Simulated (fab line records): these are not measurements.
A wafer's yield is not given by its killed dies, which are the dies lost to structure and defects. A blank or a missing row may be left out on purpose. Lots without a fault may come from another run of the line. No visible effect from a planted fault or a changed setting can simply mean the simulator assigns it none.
fab line records	flow n5-finfet	part 1 of 2: steps 1 to 14 of 15
record: lots: 7	wafers: 21	last-day: 18
route steps=1938 shown BEOL_M10@1502 PASSIVATION@1936
lots with no fault: from the same line, run without faults
start-h: start of the lot's first displayed wafer, in hours after the record's first day	wait-h: hours elapsed since this lot's preceding step	" identical to the entry in the row above	L1.1+2: a single row standing in for several wafers	- no value, or no start given	* or withheld: withheld	< > ~ a bound
route shown NAME@n: names a module that has steps shown in the file, with the first one's number in the route	usual: average and standard deviation across the fault-free wafers	same: alike in all rows	chamber/n: place in a boat	sites: the reading at each site	_std_site: their standard deviation	_edge_site: inner sites' mean taken away from outer sites' mean	radius-mm: for every site, how far away it sits from the centre of the wafer	mask NAME#n: copy n	behind: tool/chamber where the wafer was last shaped	hold: why the lot was held/for how many hours/how that ended	device: which transistor (n, p or np) failed to switch	end of line: the tests these same wafers got at the end of their route	step lacking rows: just its recipe	killed: count of dies lost to structure and defects at first sort (not the wafer's yield)	map: a wafer's dies, marking killed ones x, the rest . and places with no die _
set.NAME: setting as actually run; set.NAME@STEP: the setting as run at that earlier step	model.NAME: the simulator's own value behind a step, which no gauge read
certain route steps with their lots: each step a table, each wafer a row
services: a tool's chamber out of use, with start hour (start-h, from the record's first day; less than 0 if before it), hours out, and reason
== steps ==
step: N5_BEOL_M10_CD_MEAS_28
recipe: target-cd-nm: 70	landing-energy-ev: 500	detector: se-inlens	polarity: opening
usual: cd-nm: 69.7/0.77
lot.wafer	tool	chamber	start-h	wait-h	cd-nm
L464.3	cd-sem-01	0	219.57	-	69.3
L464.5	"	0	"	"	70.0
L464.6	"	0	"	"	69.8
L467.3	cd-sem-03	0	249.78	-	69.8
L467.4	"	0	"	"	70.2
L467.5	"	0	"	"	70.8
L470.1	cd-sem-03	0	263.19	-	69.9
L470.2	"	0	"	"	70.9
L470.3	"	0	"	"	70.7
L481.3	cd-sem-03	0	335.16	-	69.7
L481.5	"	0	"	"	70.3
L481.6	"	0	"	"	68.7
L483.1	cd-sem-03	0	350.48	-	70.3
L483.5	"	0	"	"	71.5
L483.6	"	0	"	"	69.9
L484.1	cd-sem-01	0	361.19	-	70.1
L484.2	"	0	"	"	69.1
L484.4	"	0	"	"	70.9
L485.2	cd-sem-02	0	366.87	-	69.4
L485.3	"	0	"	"	69.3
L485.6	"	0	"	"	69.9
step: N5_BEOL_M10_OVL_MEAS_29
recipe: points-per-wafer: 44
usual: V9_OVL: 0.1/0.75
lot.wafer	tool	chamber	start-h	wait-h	V9_OVL[nm]
L464.3	overlay-02	0	219.59	0.0	1.1
L464.5	"	0	"	"	1.9
L464.6	"	0	"	"	0.9
L467.3	overlay-02	0	249.81	0.0	-0.1
L467.4	"	0	"	"	1.0
L467.5	"	0	"	"	0.6
L470.1	overlay-02	0	263.22	0.0	0.8
L470.2	"	0	"	"	0.0
L470.3	"	0	"	"	-0.2
L481.3	overlay-01	0	335.19	0.0	0.5
L481.5	"	0	"	"	0.9
L481.6	"	0	"	"	0.6
L483.1	overlay-02	0	350.51	0.0	-0.7
L483.5	"	0	"	"	-0.1
L483.6	"	0	"	"	-0.6
L484.1	overlay-01	0	361.22	0.0	0.8
L484.2	"	0	"	"	0.5
L484.4	"	0	"	"	0.8
L485.2	overlay-01	0	366.90	0.0	0.1
L485.3	"	0	"	"	0.6
L485.6	"	0	"	"	-0.5
step: N5_BEOL_M10_INSPECT_30
recipe: mode: adi	inspect-instrument: brightfield
usual: raw-defect-count: 421/100
lot.wafer	tool	chamber	start-h	wait-h	raw-defect-count
L464.3	defect-inspect-02	-	219.62	0.0	450
L464.5	"	-	"	"	499
L464.6	"	-	"	"	454
L467.3	defect-inspect-02	-	249.83	0.0	602
L467.4	"	-	"	"	352
L467.5	"	-	"	"	454
L470.1	defect-inspect-01	-	263.24	0.0	520
L470.2	"	-	"	"	306
L470.3	"	-	"	"	343
L481.3	defect-inspect-01	-	335.21	0.0	339
L481.5	"	-	"	"	471
L481.6	"	-	"	"	316
L483.1	defect-inspect-02	-	350.53	0.0	392
L483.5	"	-	"	"	287
L483.6	"	-	"	"	291
L484.1	defect-inspect-01	-	361.25	0.0	325
L484.2	"	-	"	"	479
L484.4	"	-	"	"	302
L485.2	defect-inspect-02	-	366.92	0.0	394
L485.3	"	-	"	"	317
L485.6	"	-	"	"	276
step: N5_BEOL_M10_DESCUM_33
recipe: chemistry: O2	time-s: 7.9	source-power-w: 50	bias-power-w: 20	pressure-mtorr: 20	rf-frequency-hz: 2.712e+07	temp-c: 40	resist: CAR-ArF	o2-flow-sccm: 225
usual: drypump-motor-current-A: 5.6/0.38	oes-product-au: 0.79/0.073	rf-vpp-V: 243.4/1.3	showerhead-plenum-p-Torr: 2.11/0.066	throttle-valve-pct: 20.34/0.19
lot.wafer	tool	chamber	start-h	wait-h	drypump-motor-current-A	oes-product-au	rf-hours-counter-h	rf-vpp-V	showerhead-plenum-p-Torr	throttle-valve-pct
L464.3	rie-diel-04	2	219.91	0.3	5.7	0.73	190	246.1	2.16	20.60
L464.5	"	0	"	"	5.9	0.76	-	244.4	2.08	20.32
L464.6	"	3	"	"	4.9	0.87	-	245.2	2.23	20.22
L467.3	rie-diel-04	2	249.86	0.0	5.7	0.72	203	245.7	2.16	20.62
L467.4	"	0	"	"	5.9	0.75	197	244.7	2.08	20.35
L467.5	"	1	"	"	5.4	0.86	-	242.6	2.05	20.03
L470.1	rie-diel-02	1	263.66	0.4	5.4	0.87	31	242.4	2.10	20.25
L470.2	"	3	"	"	5.5	0.84	70	242.6	2.04	20.49
L470.3	"	0	"	"	5.4	0.76	142	243.3	2.10	20.24
L481.3	rie-diel-05	3	335.24	0.0	5.7	0.96	4	241.9	2.07	20.09
L481.5	"	3	"	"	5.7	0.96	-	243.2	2.07	20.07
L481.6	"	1	"	"	5.4	0.87	-	242.3	2.04	20.41
L483.1	rie-diel-04	1	350.57	0.0	5.4	0.82	65	242.4	2.04	20.08
L483.5	"	2	"	"	5.7	0.70	-	244.0	2.15	20.67
L483.6	"	3	"	"	4.9	0.80	-	243.4	2.21	20.31
L484.1	rie-diel-04	1	361.28	0.0	5.4	0.81	69	241.1	2.04	20.08
L484.2	"	2	"	"	5.7	0.69	240	243.7	2.15	20.67
L484.4	"	0	"	"	5.9	0.72	235	243.0	2.07	20.40
L485.2	rie-diel-04	0	366.95	0.0	5.9	0.71	237	241.2	2.07	20.40
L485.3	"	1	"	"	5.4	0.82	71	242.1	2.04	20.08
L485.6	"	0	"	"	5.9	0.71	-	242.3	2.07	20.40
step: N5_BEOL_M10_ETCH_65
recipe: chemistry: CF4	target: SiARC	target-depth-a: 390	mask-material: CAR-ArF	time-s: 65	ion-energy-ev: 80	pressure-mtorr: 40	source-w: 545	bias-w: 36	Ar_flow_sccm: 100	cf4-flow-sccm: 100	ends: cleared
usual: drypump-motor-current-A: 5.6/0.38	etch-rf-on-time-s: 64.9/1.2	oes-product-au: 0.67/0.063	rf-vpp-V: 184.3/1.2	showerhead-plenum-p-Torr: 2.15/0.066	throttle-valve-pct: 15.51/0.24
lot.wafer	tool	chamber	start-h	wait-h	drypump-motor-current-A	etch-rf-on-time-s	oes-product-au	rf-hours-counter-h	rf-vpp-V	showerhead-plenum-p-Torr	throttle-valve-pct
L464.3	rie-diel-04	2	219.94	0.0	5.7	62.2	0.64	191	183.7	2.22	15.83
L464.5	"	0	"	"	5.9	65.7	0.63	-	183.2	2.13	15.54
L464.6	"	3	"	"	5.0	63.4	0.76	-	184.9	2.26	15.27
L467.3	rie-diel-04	2	249.90	0.0	5.7	63.6	0.62	203	183.6	2.22	15.84
L467.4	"	0	"	"	5.9	66.1	0.63	197	185.0	2.12	15.57
L467.5	"	1	"	"	5.4	65.7	0.74	-	184.9	2.08	15.06
L470.1	rie-diel-02	1	263.70	0.0	5.3	64.2	0.74	31	184.2	2.19	15.59
L470.2	"	3	"	"	5.5	65.5	0.72	70	183.2	2.10	15.68
L470.3	"	0	"	"	5.4	65.8	0.66	142	185.0	2.15	15.49
L481.3	rie-diel-05	3	335.28	0.0	5.7	64.2	0.82	4	182.5	2.11	15.16
L481.5	"	3	"	"	5.7	64.1	0.82	-	184.6	2.11	15.16
L481.6	"	1	"	"	5.4	63.3	0.74	-	183.1	2.09	15.54
L483.1	rie-diel-04	1	350.61	0.0	5.4	65.1	0.70	65	184.8	2.07	15.14
L483.5	"	2	"	"	5.7	63.1	0.60	-	184.5	2.21	15.90
L483.6	"	3	"	"	5.0	64.4	0.71	-	184.8	2.24	15.36
L484.1	rie-diel-04	1	361.32	0.0	5.4	64.9	0.70	69	182.8	2.07	15.15
L484.2	"	2	"	"	5.7	62.8	0.60	240	184.7	2.21	15.92
L484.4	"	0	"	"	5.9	66.3	0.60	235	183.4	2.11	15.64
L485.2	rie-diel-04	0	366.99	0.0	5.9	65.9	0.60	237	182.7	2.11	15.64
L485.3	"	1	"	"	5.4	65.3	0.70	71	183.5	2.07	15.15
L485.6	"	0	"	"	5.9	66.5	0.59	-	184.0	2.11	15.64
step: N5_BEOL_M10_ETCH_66
recipe: chemistry: N2/H2	target: SOC	target-depth-a: 1200	overetch-a: 240	mask-material: SiARC	temp-c: 40	time-s: 180	ion-energy-ev: 200	pressure-mtorr: 30	source-w: 840	bias-w: 150	n2-flow-sccm: 200	h2-flow-sccm: 200
usual: drypump-motor-current-A: 5.6/0.38	oes-product-au: 0.64/0.058	rf-vpp-V: 524.4/2.4	showerhead-plenum-p-Torr: 2.56/0.082	throttle-valve-pct: 17.77/0.21
lot.wafer	tool	chamber	start-h	wait-h	drypump-motor-current-A	oes-product-au	rf-hours-counter-h	rf-vpp-V	showerhead-plenum-p-Torr	throttle-valve-pct
L464.3	rie-diel-04	2	219.99	0.0	5.7	0.59	191	526.6	2.63	18.09
L464.5	"	0	"	"	5.9	0.61	-	524.6	2.54	17.74
L464.6	"	3	"	"	5.0	0.71	-	527.5	2.69	17.63
L467.3	rie-diel-04	2	249.95	0.0	5.7	0.58	203	526.6	2.62	18.12
L467.4	"	0	"	"	5.9	0.59	197	522.7	2.53	17.76
L467.5	"	1	"	"	5.4	0.71	-	521.7	2.51	17.54
L470.1	rie-diel-02	1	263.75	0.0	5.4	0.70	31	526.3	2.60	17.87
L470.2	"	3	"	"	5.5	0.69	70	524.0	2.48	17.88
L470.3	"	0	"	"	5.4	0.62	142	524.0	2.55	17.63
L481.3	rie-diel-05	3	335.33	0.0	5.7	0.77	4	521.8	2.48	17.16
L481.5	"	3	"	"	5.7	0.78	-	523.1	2.48	17.17
L481.6	"	1	"	"	5.4	0.69	-	522.6	2.49	17.85
L483.1	rie-diel-04	1	350.66	0.0	5.4	0.67	65	521.6	2.49	17.59
L483.5	"	2	"	"	5.7	0.56	-	524.9	2.61	18.18
L483.6	"	3	"	"	5.0	0.66	-	527.1	2.67	17.69
L484.1	rie-diel-04	1	361.37	0.0	5.4	0.67	69	521.7	2.49	17.60
L484.2	"	2	"	"	5.7	0.56	240	526.7	2.61	18.20
L484.4	"	0	"	"	5.9	0.57	235	522.4	2.52	17.82
L485.2	rie-diel-04	0	367.04	0.0	5.9	0.57	237	523.3	2.52	17.83
L485.3	"	1	"	"	5.4	0.66	71	522.4	2.49	17.60
L485.6	"	0	"	"	5.9	0.57	-	522.8	2.52	17.82
step: N5_BEOL_M10_STRIP_69
recipe: chemistry: N2/H2	temp-c: 40	n2-flow-sccm: 200	h2-flow-sccm: 200	rf-frequency-hz: 6e+07
step: N5_BEOL_M10_VIA_ETCH_34
recipe: chemistry: C4F6/O2	target: SiCOH_lowk	target-depth-a: 1845	mask-material: SOC	taper-deg: 4	time-s: 69.2	ion-energy-ev: 250	pressure-mtorr: 30	source-w: 345	bias-w: 185	Ar_flow_sccm: 300	C4F6_flow_sccm: 10	O2_flow_sccm: 10
step: N5_BEOL_M10_STRIP_73
recipe: chemistry: C4F6/O2	resist: SiARC	rf-frequency-hz: 6e+07
step: N5_BEOL_M10_STRIP_36
recipe: chemistry: N2/H2	power-w: 450	temp-c: 40	pressure-mtorr: 20	rf-frequency-hz: 6e+07	overash-fraction: 0.3	bias-power-w: 7	h2-frac: 0.5	n2-flow-sccm: 200	h2-flow-sccm: 200
step: N5_BEOL_M10_TRENCH_ETCH_37
recipe: chemistry: C4F6/O2	target-depth-a: 1488.3	target: SiCOH_lowk	time-s: 48	ion-energy-ev: 250	pressure-mtorr: 30	source-w: 345	bias-w: 185	Ar_flow_sccm: 300	C4F6_flow_sccm: 10	O2_flow_sccm: 10
usual: drypump-motor-current-A: 5.6/0.38	oes-product-au: 0.78/0.073	rf-vpp-V: 661/12	showerhead-plenum-p-Torr: 2.86/0.091	throttle-valve-pct: 20.83/0.24
lot.wafer	tool	chamber	start-h	wait-h	drypump-motor-current-A	oes-product-au	rf-hours-counter-h	rf-vpp-V	showerhead-plenum-p-Torr	throttle-valve-pct
L464.3	rie-diel-04	2	-	-	5.7	0.73	191	647	2.96	21.19
L464.5	"	0	"	"	5.9	0.74	-	665	2.83	20.77
L464.6	"	3	"	"	5.0	0.89	-	665	3.02	20.74
L467.3	rie-diel-04	2	-	-	5.7	0.72	203	645	2.95	21.20
L467.4	"	0	"	"	5.9	0.74	198	666	2.82	20.79
L467.5	"	1	"	"	5.4	0.88	-	656	2.78	20.43
L470.1	rie-diel-02	1	-	-	5.4	0.86	31	680	2.90	20.98
L470.2	"	3	"	"	5.5	0.83	71	642	2.79	21.04
L470.3	"	0	"	"	5.4	0.75	142	664	2.85	20.73
L481.3	rie-diel-05	3	-	-	5.7	0.96	4	686	2.80	20.48
L481.5	"	3	"	"	5.7	0.96	-	685	2.80	20.47
L481.6	"	1	"	"	5.4	0.87	-	665	2.77	20.85
L483.1	rie-diel-04	1	-	-	5.4	0.83	65	655	2.76	20.47
L483.5	"	2	"	"	5.7	0.70	-	645	2.94	21.25
L483.6	"	3	"	"	5.0	0.82	-	666	3.00	20.80
L484.1	rie-diel-04	1	-	-	5.4	0.82	69	654	2.76	20.49
L484.2	"	2	"	"	5.7	0.69	240	645	2.93	21.25
L484.4	"	0	"	"	5.9	0.71	236	664	2.80	20.84
L485.2	rie-diel-04	0	-	-	5.9	0.71	237	666	2.80	20.86
L485.3	"	1	"	"	5.4	0.81	71	654	2.76	20.48
L485.6	"	0	"	"	5.9	0.70	-	663	2.80	20.86
step: N5_BEOL_M10_ETCH_41
recipe: chemistry: CH3F/O2	target: SiCN	target-depth-a: 426	taper-deg: 2	time-s: 86	ion-energy-ev: 120	mask-material: TiN	pressure-mtorr: 30	source-w: 395	bias-w: 75	Ar_flow_sccm: 150	CH3F_flow_sccm: 30	O2_flow_sccm: 20
usual: drypump-motor-current-A: 5.6/0.38	oes-product-au: 0.78/0.074	rf-vpp-V: 297.6/1.6	showerhead-plenum-p-Torr: 2.01/0.067	throttle-valve-pct: 16.22/0.22
lot.wafer	tool	chamber	start-h	wait-h	drypump-motor-current-A	oes-product-au	rf-hours-counter-h	rf-vpp-V	showerhead-plenum-p-Torr	throttle-valve-pct
L464.3	rie-diel-04	2	-	-	5.7	0.72	191	298.6	2.08	16.55
L464.5	"	0	"	"	5.9	0.74	-	297.8	1.99	16.21
L464.6	"	3	"	"	5.0	0.89	-	300.0	2.13	16.06
L467.3	rie-diel-04	2	-	-	5.7	0.72	203	299.3	2.08	16.59
L467.4	"	0	"	"	5.9	0.73	198	296.7	1.98	16.24
L467.5	"	1	"	"	5.4	0.87	-	297.4	1.95	15.80
L470.1	rie-diel-02	1	-	-	5.4	0.87	32	298.8	2.04	16.29
L470.2	"	3	"	"	5.5	0.83	71	296.5	1.96	16.40
L470.3	"	0	"	"	5.4	0.76	142	296.5	2.01	16.16
L481.3	rie-diel-05	3	-	-	5.7	0.97	4	298.6	1.97	15.82
L481.5	"	3	"	"	5.7	0.97	-	296.9	1.97	15.84
L481.6	"	1	"	"	5.4	0.87	-	297.1	1.94	16.20
L483.1	rie-diel-04	1	-	-	5.4	0.82	65	296.7	1.94	15.87
L483.5	"	2	"	"	5.7	0.70	-	298.9	2.07	16.64
L483.6	"	3	"	"	5.0	0.83	-	299.6	2.11	16.16
L484.1	rie-diel-04	1	-	-	5.4	0.82	69	296.4	1.94	15.88
L484.2	"	2	"	"	5.7	0.70	240	299.4	2.06	16.64
L484.4	"	0	"	"	5.9	0.70	236	297.3	1.97	16.32
L485.2	rie-diel-04	0	-	-	5.9	0.70	237	296.9	1.97	16.33
L485.3	"	1	"	"	5.4	0.82	71	297.8	1.94	15.87
L485.6	"	0	"	"	5.9	0.70	-	297.1	1.97	16.34
step: N5_BEOL_M10_STRIP_77
recipe: chemistry: N2/H2	time-s: 10	power-w: 450	temp-c: 40	pressure-mtorr: 20	rf-frequency-hz: 6e+07	bias-power-w: 7	n2-flow-sccm: 200	h2-flow-sccm: 200
usual: chamber-pressure-mTorr: 20.002/0.017	drypump-motor-current-A: 5.6/0.38	oes-product-au: 0.79/0.072	rf-vpp-V: 59.2/0.89	showerhead-plenum-p-Torr: 2.56/0.082	throttle-valve-pct: 23.63/0.28
lot.wafer	tool	chamber	start-h	wait-h	chamber-pressure-mTorr	drypump-motor-current-A	oes-product-au	rf-hours-counter-h	rf-vpp-V	showerhead-plenum-p-Torr	throttle-valve-pct
L464.3	rie-diel-04	2	220.32	-	19.999	5.7	0.73	191	59.4	2.62	24.08
L464.5	"	0	"	"	19.988	5.9	0.75	-	60.2	2.53	23.44
L464.6	"	3	"	"	19.964	5.0	0.86	-	60.3	2.69	23.59
L467.3	rie-diel-04	2	250.28	-	20.002	5.7	0.72	203	59.3	2.62	24.11
L467.4	"	0	"	"	20.011	5.9	0.74	198	59.0	2.53	23.47
L467.5	"	1	"	"	19.992	5.4	0.87	-	59.4	2.50	23.54
L470.1	rie-diel-02	1	264.08	-	20.015	5.4	0.88	32	58.8	2.60	23.78
L470.2	"	3	"	"	20.012	5.5	0.85	71	58.2	2.47	23.69
L470.3	"	0	"	"	20.005	5.4	0.77	142	59.9	2.54	23.42
L481.3	rie-diel-05	3	335.66	-	20.034	5.7	0.97	4	59.9	2.48	22.84
L481.5	"	3	"	"	20.029	5.7	0.97	-	59.2	2.48	22.84
L481.6	"	1	"	"	20.008	5.4	0.87	-	59.6	2.48	23.79
L483.1	rie-diel-04	1	350.98	-	26.013	5.4	0.82	65	59.3	2.49	23.57
L483.5	"	2	"	"	19.982	5.7	0.69	-	58.9	2.60	24.13
L483.6	"	3	"	"	19.995	5.0	0.80	-	60.2	2.67	23.66
L484.1	rie-diel-04	1	361.69	-	26.004	5.4	0.82	69	58.8	2.49	23.57
L484.2	"	2	"	"	20.001	5.7	0.70	240	58.0	2.60	24.14
L484.4	"	0	"	"	20.008	5.9	0.72	236	59.5	2.51	23.52
L485.2	rie-diel-04	0	367.37	-	19.999	6.0	0.72	237	60.9	2.51	23.51
L485.3	"	1	"	"	25.973	5.4	0.81	71	58.5	2.49	23.61
L485.6	"	0	"	"	19.990	5.9	0.72	-	59.6	2.51	23.51
step: N5_BEOL_M10_OCD_MEAS_38
usual: trench-depth-nm: 148.1/2
lot.wafer	tool	chamber	start-h	wait-h	trench-depth-nm
L464.3	ocd-01	-	220.40	-	148.2
L464.5	"	-	"	"	147.2
L464.6	"	-	"	"	149.3
L467.3	ocd-01	-	250.36	-	151.3
L467.4	"	-	"	"	148.9
L467.5	"	-	"	"	148.7
L470.1	ocd-02	-	264.16	-	148.5
L470.2	"	-	"	"	143.3
L470.3	"	-	"	"	145.6
L481.3	ocd-01	-	335.74	-	149.5
L481.5	"	-	"	"	149.3
L481.6	"	-	"	"	151.5
L483.1	ocd-02	-	351.06	-	148.3
L483.5	"	-	"	"	148.7
L483.6	"	-	"	"	147.4
L484.1	ocd-01	-	361.77	-	150.0
L484.2	"	-	"	"	148.3
L484.4	"	-	"	"	149.1
L485.2	ocd-01	-	367.45	-	147.5
L485.3	"	-	"	"	147.3
L485.6	"	-	"	"	147.3
== key ==
first-sign: step: N5_BEOL_M10_STRIP_77	reading: chamber-pressure-mTorr	direction: up	sigmas: 99+	usual: *	struck: *
effect none on later readings
met-at N5_BEOL_M10_STRIP_77
struck-wafers L483.1,L484.1,L485.3
onset-between 250.28 350.98
fault: kind: process-parameter-drift	tool: rie-diel-04	chamber: 1	onset-h: 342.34	steps: N5_BEOL_M10_STRIP_77	channel: pressure-mtorr	offset: *	shape: step	end-h: 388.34	acts-in: *	stated: *
